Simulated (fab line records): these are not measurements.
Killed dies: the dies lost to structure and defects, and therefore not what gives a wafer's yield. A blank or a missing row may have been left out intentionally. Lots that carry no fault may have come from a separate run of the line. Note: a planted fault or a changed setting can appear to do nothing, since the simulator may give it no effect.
Comparing a struck lot with a sound one + flow nandHarc + 13 steps out of a route of 1302
Sound: wafers L321.1, L321.2, L321.4. Struck: wafers L331.4, L331.5, L331.6. The cause is given at the end.
At each step with rows: each side's tool, then ch and its chambers, then its first start. Under that, the readings that differ: sound wafers + struck wafers + difference of the means + sigmas: that difference in standard deviations of wafers without a fault.
alike: readings with means less than 2 such deviations apart, plus words and numbers identical on both sides. not compared: withheld readings, readings lacking a value on some wafer, bounds such as >300 that could conceal the same value, and numbers that have no deviation in the record and whose values overlap.
A row with sigmas, a row that says differs or no value, or rows on one side alone: a step with any of these is where the two part. When numbers do not overlap yet have no deviation, they are printed without sigmas and do not part them. A reading that every wafer of one side lacks parts them only if that side has two wafers or more.

first, 4 steps without rows for these wafers: NHARC_A_STAIRCASE_PEB_215 (peb time 130 s); NHARC_A_STAIRCASE_DEVELOP_216 (time 140 s); NHARC_A_STAIRCASE_HARDBAKE_218 (time 140 s); NHARC_A_STAIRCASE_DESCUM_219 (chemistry O2, time 3 s).
NHARC_A_STAIRCASE_TRIM_220: chemistry O2, time 211.2 s.
  sound on rieDiel-11 ch 0,1,3, day 19 01:52; struck on rieDiel-11 ch 1,2, day 22 20:46
  alike: drypumpMotorCurrentA, oesProductAu, rfVppV, showerheadPlenumPTorr, throttleValvePct
  not compared: rfHoursCounterH
then, 1 step without rows for these wafers: NHARC_A_STAIRCASE_ETCH_221 (etches the open film in C4F8/O2, target depth 100 nm, time 40.5 s).
NHARC_A_STAIRCASE_TRIM_222: chemistry O2, time 211.2 s.
  sound on rieDiel-11 ch 0,2,3; struck on rieDiel-11 ch 0,1,2
  alike: drypumpMotorCurrentA, oesProductAu, rfVppV, showerheadPlenumPTorr, throttleValvePct
  not compared: rfHoursCounterH
then, 1 step without rows for these wafers: NHARC_A_STAIRCASE_ETCH_223 (etches the open film in C4F8/O2, target depth 100 nm, time 40.5 s).
NHARC_A_STAIRCASE_TRIM_224: chemistry O2, time 211.2 s.
  sound on rieDiel-11 ch 0,2,3; struck on rieDiel-11 ch 0,1
  alike: drypumpMotorCurrentA, oesProductAu, rfVppV, showerheadPlenumPTorr, throttleValvePct
  not compared: rfHoursCounterH
NHARC_A_STAIRCASE_ETCH_225: etches the open film in C4F8/O2, target depth 100 nm, time 40.5 s.
  sound on rieDiel-11 ch 0,2,3; struck on rieDiel-11 ch 0,1,2
| reading             | sound             | struck            | difference | sigmas |
|---------------------|-------------------|-------------------|------------|--------|
| oesProductAu (a.u.) | 0.935 0.957 0.953 | 0.919 0.916 0.926 | -0.028     | -3     |
  alike: biasW, chamberPressureMTorr, rfVppV
  not compared: rfHoursCounterH
NHARC_A_STAIRCASE_TRIM_226: chemistry O2, time 211.2 s.
  sound on rieDiel-11 ch 0,2,3; struck on rieDiel-11 ch 1,2
  alike: drypumpMotorCurrentA, oesProductAu, rfVppV, showerheadPlenumPTorr, throttleValvePct
  not compared: rfHoursCounterH
NHARC_A_STAIRCASE_ETCH_227: etches the open film in C4F8/O2, target depth 100 nm, time 40.5 s.
  sound on rieDiel-11 ch 0,2,3, day 19 02:44; struck on rieDiel-11 ch 0,1,2, day 22 22:32
  no value came back on the struck wafers for any of 5 readings (biasW (W), chamberPressureMTorr (mTorr) and others); on the sound wafers biasW (W) reads 996 1004 1001
-- record jumps: 8 days between struck wafers' starts before vs after; left off in module A_STAIRCASE, resumes in module END, first step shown is number 1302 of the route --
NHARC_END_SORT_01:
  the record has rows for the struck wafers here (prober-02 ch 0, day 30 14:06) and none for the sound ones

== WHERE THEY PART ==
Last at NHARC_END_SORT_01 as far as this record goes, first at NHARC_A_STAIRCASE_ETCH_225.

WHY: the cause the simulator had injected
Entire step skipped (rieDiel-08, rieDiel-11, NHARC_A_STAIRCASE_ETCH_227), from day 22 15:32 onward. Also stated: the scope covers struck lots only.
